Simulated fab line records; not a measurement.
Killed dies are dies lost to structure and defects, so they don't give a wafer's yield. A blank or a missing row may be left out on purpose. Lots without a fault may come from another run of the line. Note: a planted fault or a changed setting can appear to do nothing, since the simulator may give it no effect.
The same fault as seen by 2 desks :: flow nand_harc :: each desk holds nothing but its own numbers, with what lay behind them at the end

THE DEFECT DESK
Lot by lot, what the route's inspections counted, given as the mean of those sampled wafers with a number. A lot is out of limits, marked OUT, if its mean lies more than 4 standard deviations from the usual mean; the brackets give that distance.
Columns: A = raw_defect_count at NHARC_A_CHANNEL_HOLE_D1_INSPECT_12, usual 5.9
lot: L146
first seen here: day 8 12:48
A: 6.3

lot: L145
first seen here: day 8 14:36
A: 5.3

lot: L148
first seen here: day 8 20:15
A: 5.7

lot: L147
first seen here: day 8 21:28
A: 8.0

lot: L150
first seen here: day 9 15:03
A: 3.0

lot: L149
first seen here: day 9 15:21
A: 7.7

lot: L153
first seen here: day 10 03:47
A: 3.7

lot: L151
first seen here: day 10 04:10
A: 4.0

lot: L155
first seen here: day 10 21:08
A: 7.3

lot: L158
first seen here: day 12 02:15
A: 4.3

lot: L159
first seen here: day 12 02:34
A: 5.7

lot: L165
first seen here: day 13 14:22
A: 4.0

lot: L167
first seen here: day 13 14:32
A: 5.7
Result from this desk: across the 13 lots, nothing is out of limits.

FOR THE TOOL OWNER'S DESK: ald_sin_batch-01
The tool's own readings at NHARC_A_CHANNEL_FILL_D1_ALD_15 (deposits SiNx, target thk 2 nm, pulse time 60 s, ald cycles 19): means of the sampled wafers that have a number, for each lot that ran on this tool. A lot is out of limits, marked OUT, if its mean lies more than 4 standard deviations from the usual mean; the brackets give that distance.
Columns: A = precursor_pulse_height_rel at NHARC_A_CHANNEL_FILL_D1_ALD_15, usual 1.001; B = susceptor_temp_C at NHARC_A_CHANNEL_FILL_D1_ALD_15, usual 630.0 C
lot: L149
first seen here: day 10 11:11
A: 1.011
B: 629.7

lot: L150
first seen here: day 10 11:11
A: 1.005
B: 630.2

lot: L153
first seen here: day 10 22:33
A: 1.012
B: -

lot: L155
first seen here: day 11 14:50
A: 1.012
B: -

lot: L158
first seen here: day 12 20:21
A: 1.003
B: 659.2 (+91) OUT

lot: L159
first seen here: day 12 20:21
A: 1.005
B: 659.4 (+92) OUT
This desk's finding: out of limits on L158, L159; first on L158, day 12 20:21 (susceptor_temp_C at NHARC_A_CHANNEL_FILL_D1_ALD_15). Within limits: L149, L150, L153, L155.

TAKEN TOGETHER
The tool owner's desk could have raised an alarm at day 12 20:21, on L158, L159.
The defect desk saw nothing out of limits.
The defect desk has L158, L159 on record, within its limits.
Of the lots named, all ran NHARC_A_CHANNEL_FILL_D1_ALD_15 on ald_sin_batch-01.

WHAT HAD BEEN PUT IN BY THE SIMULATOR
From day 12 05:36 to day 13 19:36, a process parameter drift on ald_sin_batch-01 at NHARC_A_CHANNEL_FILL_D1_ALD_15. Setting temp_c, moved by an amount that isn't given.
Struck lots among those shown: L158, L159.
Each desk's first reading out of limits, in hours after the fault started: the tool owner's desk, 15.
